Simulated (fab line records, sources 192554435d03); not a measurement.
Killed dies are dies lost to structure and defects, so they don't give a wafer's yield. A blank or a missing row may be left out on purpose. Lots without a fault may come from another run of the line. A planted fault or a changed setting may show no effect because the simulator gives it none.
Which tool did it? | flow n5_finfet | 10 lots, 29 wafers sampled, at 3 steps of a route of 1938

WHAT THE GAUGES READ, wafer by wafer
N5_BEOL_M4_RC_MEAS_101. Usual: DIBL_N 36.3 mV/V, standard deviation 2; DIBL_P 36.3 mV/V, standard deviation 2.4; IOFF_N 0.16 nA/um, standard deviation 0.034; IOFF_P 0.21 nA/um, standard deviation 0.035; ION_N 672 uA/um, standard deviation 12; ION_P 459 uA/um, standard deviation 6.5; SS_N 71.6 mV/dec, standard deviation 0.67; SS_P 73.3 mV/dec, standard deviation 0.71; VT_N 250 mV, standard deviation 3.5; VT_P -251 mV, standard deviation 3.
lot  | measured     | on        | DIBL_N (mV/V)  | DIBL_P (mV/V)  | IOFF_N (nA/um) | IOFF_P (nA/um) | ION_N (uA/um) | ION_P (uA/um) | SS_N (mV/dec)  | SS_P (mV/dec)  | VT_N (mV)   | VT_P (mV)      | flag
L353 | day 8 00:26  | prober-02 | 35.2 37.8 35.8 | 33.4 36.8 34.4 | 0.12 0.17 0.14 | 0.18 0.23 0.19 | 658 676 672   | 453 464 459   | 71.4 71.9 71.5 | 72.0 73.4 72.6 | 252 248 252 | -254 -248 -250 |
L354 | day 8 03:04  | prober-01 | 35.5 35.7 34.9 | 35.7 35.9 34.7 | 0.15 0.15 0.13 | 0.20 0.21 0.19 | 662 661 655   | 458 459 450   | 71.6 71.4 71.9 | 73.3 72.8 72.6 | 250 254 251 | -251 -251 -251 |
L355 | day 8 07:41  | prober-02 | 32.6 32.3 32.3 | 31.7 31.6 31.5 | 0.10 0.10 0.10 | 0.15 0.15 0.15 | 651 653 664   | 456 453 456   | 70.0 69.8 70.1 | 72.0 71.8 72.1 | 259 256 257 | -256 -253 -254 |
L356 | day 8 16:58  | prober-02 | 35.0 33.2 33.3 | 34.4 31.5 32.3 | 0.14 0.10 0.11 | 0.18 0.13 0.15 | 666 647 650   | 453 440 452   | 71.1 70.8 70.9 | 73.2 72.8 72.7 | 249 256 256 | -254 -256 -253 |
L358 | day 9 05:11  | prober-02 | 35.9 39.3 35.9 | 34.6 38.7 34.3 | 0.14 0.22 0.15 | 0.17 0.23 0.16 | 657 689 672   | 444 463 452   | 71.6 73.1 72.0 | 73.7 74.5 73.3 | 255 247 251 | -256 -251 -256 |
L361 | day 11 13:51 | prober-02 | 34.7           | 33.7           | 0.13           | 0.20           | 658           | 463           | 71.6           | 72.2           | 251         | -250           |
L370 | day 13 05:17 | prober-02 | 39.6 39.0 37.7 | 39.7 39.1 38.0 | 0.21 0.19 0.17 | 0.25 0.24 0.22 | 684 676 674   | 467 463 470   | 72.5 72.7 72.5 | 73.8 73.7 73.3 | 244 249 251 | -249 -249 -251 |
L371 | day 14 07:01 | prober-02 | 37.0 34.8 38.7 | 38.8 34.8 38.5 | 0.20 0.15 0.24 | 0.25 0.19 0.24 | 682 666 676   | 462 454 458   | 71.8 71.2 72.4 | 74.3 74.1 74.0 | 247 249 244 | -248 -252 -249 |
L373 | day 13 08:12 | prober-02 | 36.1 35.3 33.6 | 35.6 35.6 32.8 | 0.18 0.17 0.13 | 0.19 0.19 0.15 | 695 681 672   | 465 459 451   | 71.7 71.2 71.2 | 73.0 72.9 72.8 | 246 247 252 | -253 -252 -256 |
L375 | day 14 01:46 | prober-02 | 36.8 33.8 34.3 | 36.2 32.4 33.0 | 0.16 0.12 0.13 | 0.20 0.15 0.16 | 676 666 672   | 458 460 459   | 71.6 70.9 70.7 | 74.0 72.0 72.4 | 251 255 253 | -249 -256 -252 |

N5_BEOL_M15_INSPECT_55: inspects for defects (darkfield). Usual: raw_defect_count 68, standard deviation 23.
lot  | measured     | on                | raw_defect_count | flag
L353 | day 11 19:12 | defect_inspect-02 | 80 87 72         |
L354 | day 12 03:56 | defect_inspect-02 | 84 114 125       |
L355 | day 12 03:49 | defect_inspect-02 | 64 47 35         |
L356 | day 12 07:58 | defect_inspect-01 | 45 47 95         |
L358 | day 13 07:13 | defect_inspect-02 | 79 74 70         |
L361 | day 15 05:49 | defect_inspect-02 | 52               |
L370 | day 16 16:35 | defect_inspect-01 | 89 87 87         |
L371 | day 18 02:10 | defect_inspect-01 | 60 82 54         |
L373 | day 17 04:13 | defect_inspect-01 | 66 72 58         |
L375 | day 17 18:44 | defect_inspect-02 | 42 33 41         |

WHICH TOOL RAN EACH LOT (tool, then ch and the chambers of the sampled wafers, then the start)
lot  | N5_MOL_CONTACT_COAG_ETCH_48
L353 | rie_diel-06 ch 0,1,3, day 5 10:02
L354 | rie_diel-06 ch 1,2,3, day 5 14:16
L355 | rie_diel-06 ch 1,2,3, day 5 15:38
L356 | rie_diel-06 ch 0,3, day 5 23:41
L358 | rie_diel-06 ch 0,1,3, day 6 08:49
L361 | rie_diel-06 ch 0,2, day 7 14:02
L370 | rie_diel-02 ch 1,2,3, day 9 15:22
L371 | rie_diel-02 ch 0,1, day 9 22:50
L373 | rie_diel-05 ch 0,1, day 10 05:47
L375 | rie_diel-05 ch 1,2, day 10 17:47
- N5_MOL_CONTACT_COAG_ETCH_48: etches SiOC in C4F6/O2, target depth 15 nm, overetch 4.5 nm, time 17 s.

WHAT THE TOOLS THEMSELVES READ (means of the sampled wafers that have a number; where no wafer has one, the mark that the record gives instead)
N5_MOL_CONTACT_COAG_ETCH_48. Usual: drypump_motor_current_A 5.7 A, standard deviation 0.59; oes_product_au 0.64 a.u., standard deviation 0.043; rf_vpp_V 1602 V, standard deviation 30; showerhead_plenum_p_Torr 2.82 Torr, standard deviation 0.1; throttle_valve_pct 40.8 %, standard deviation 0.62.
lot  | tool        | drypump_motor_current_A (A) | oes_product_au (a.u.) | rf_vpp_V (V) | showerhead_plenum_p_Torr (Torr) | throttle_valve_pct (%) | flag
L353 | rie_diel-06 | 5.4                         | 0.64                  | 1592         | 2.71                            | 40.5                   |
L354 | rie_diel-06 | 5.1                         | 0.63                  | 1617         | 2.80                            | 40.9                   |
L355 | rie_diel-06 | 5.1                         | 0.64                  | 1616         | 2.80                            | 40.9                   |
L356 | rie_diel-06 | 5.3                         | 0.61                  | 1578         | 2.72                            | 40.0                   |
L358 | rie_diel-06 | 5.4                         | 0.66                  | 1592         | 2.71                            | 40.5                   |
L361 | rie_diel-06 | 5.3                         | 0.62                  | 1580         | 2.81                            | 41.0                   |
L370 | rie_diel-02 | 6.2                         | 0.66                  | 1582         | 2.89                            | 40.8                   |
L371 | rie_diel-02 | 6.0                         | 0.67                  | 1617         | 2.89                            | 40.5                   |
L373 | rie_diel-05 | 6.6                         | 0.65                  | 1619         | 2.88                            | 40.6                   |
L375 | rie_diel-05 | 6.5                         | 0.62                  | 1605         | 2.86                            | 40.8                   |

THE ANSWER, worked out from the rows above alone
Rule: a lot is off if the mean of its wafers that have a number lies more than 3 standard deviations from the usual mean. A lot without any number at a reading at which 4 lots or more have one is off too. The other lots that the step has rows for count as sound. The gauges are gone through in route order, then the tools' own readings, and for those a lot's mean is taken as printed above. The first step at which some lot is off is used, and at that step the reading that is off furthest; a lot without a number counts as furthest.
No lot is off at any reading shown: from this, nothing can be told.

WHAT THE SIMULATOR HAD PUT IN
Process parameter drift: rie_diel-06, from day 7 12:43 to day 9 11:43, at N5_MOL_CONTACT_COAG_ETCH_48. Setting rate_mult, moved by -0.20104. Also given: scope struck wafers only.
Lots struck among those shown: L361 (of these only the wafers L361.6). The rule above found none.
